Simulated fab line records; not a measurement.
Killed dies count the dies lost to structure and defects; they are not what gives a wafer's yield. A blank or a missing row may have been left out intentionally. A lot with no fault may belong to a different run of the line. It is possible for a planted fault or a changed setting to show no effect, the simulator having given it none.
8D (eight disciplines) problem report, filled in by code :: flow n5-finfet :: the parts of the form that need people (team, actions taken, sign-off) are left out

1. THE PROBLEM
Wafers without a fault read 1500.1 rpm, standard deviation 1.1; spin-speed-rpm at N5_HKMG_FIN_COAT_41 reads a mean of 1744.2 rpm on 6 wafers belonging to 2 lots. So: +99 or more standard deviations from the usual mean.
The step: time 60 s, resist thk 300 nm.
Earliest sighting: wafer L469.1 on litho-track-01 at day 8 02:40. The record holds 18 wafers of 6 lots with a number at this step. Rule for "out" (also "out of limits"): further than 4 standard deviations from the usual mean. All remaining wafers that have a number are taken as sound.

2. WHAT IT IS; WHAT IT IS NOT
question: which readings at this step
is: spin-speed-rpm
is not: -

question: which lots
is: L469, L473
is not: L459, L460, L470, L471

question: which wafers of those lots
is: all that have a number
is not: -

question: read on which tools
is: litho-track-01
is not: litho-track-02, litho-track-04

question: when
is: from day 8 02:40
is not: up to then (6 sound wafers); but 6 sound wafers of L470, L471 came after

3. WHAT RULES OUT EACH SUSPECT
Counting: a tool at a process step up to the reading stays a suspect if it ran every lot that is out and no sound lot after the first of them.
- litho-track-01 at N5_HKMG_FIN_COAT_41 (time 60 s, resist thk 300 nm): kept. Every lot that is out went through it, starting with L469 (day 8 02:40), and after that it ran no sound lot; the last sound lot it ran before then is L459 (day 5 14:31). Its own readings are out on those wafers: spin-speed-rpm.
Left after counting: litho-track-01 at N5_HKMG_FIN_COAT_41.

4. THE CAUSE (what the simulator had put in)
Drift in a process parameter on litho-track-01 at N5_HKMG_FIN_COAT_41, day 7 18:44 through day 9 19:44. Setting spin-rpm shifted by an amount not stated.
Counting left only this tool.

5. SEQUENCE OF EFFECTS, ordered by route
Each row: a reading whose mean over the struck wafers that have a number lies more than 3 standard deviations from the usual. Only readings whose record carries a usual standard deviation are examined. hours: median over the lots of the time between each lot's start at the first step of this table that gives one and its start at this step. sigmas: the change, counted in usual standard deviations.
hours: 0
step: N5_HKMG_FIN_COAT_41
reading: spin-speed-rpm
usual: 1500.1 rpm
on struck wafers: 1744.2
change: +244.2
sigmas: +99 or more
It contains these process steps:
- N5_HKMG_FIN_COAT_41: time 60 s, resist thk 300 nm.
At these later measuring or inspecting steps, every struck wafer for which the step has a row has a number for every such reading, and none has moved that far: N5_HKMG_FIN_CD_MEAS_49, N5_HKMG_FIN_OVL_MEAS_50, N5_HKMG_FIN_INSPECT_61.

6. WHAT WOULD HAVE CAUGHT IT SOONER
The fault began at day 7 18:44; the first out-of-limits reading in this record came at day 8 02:40, 8 hours later.
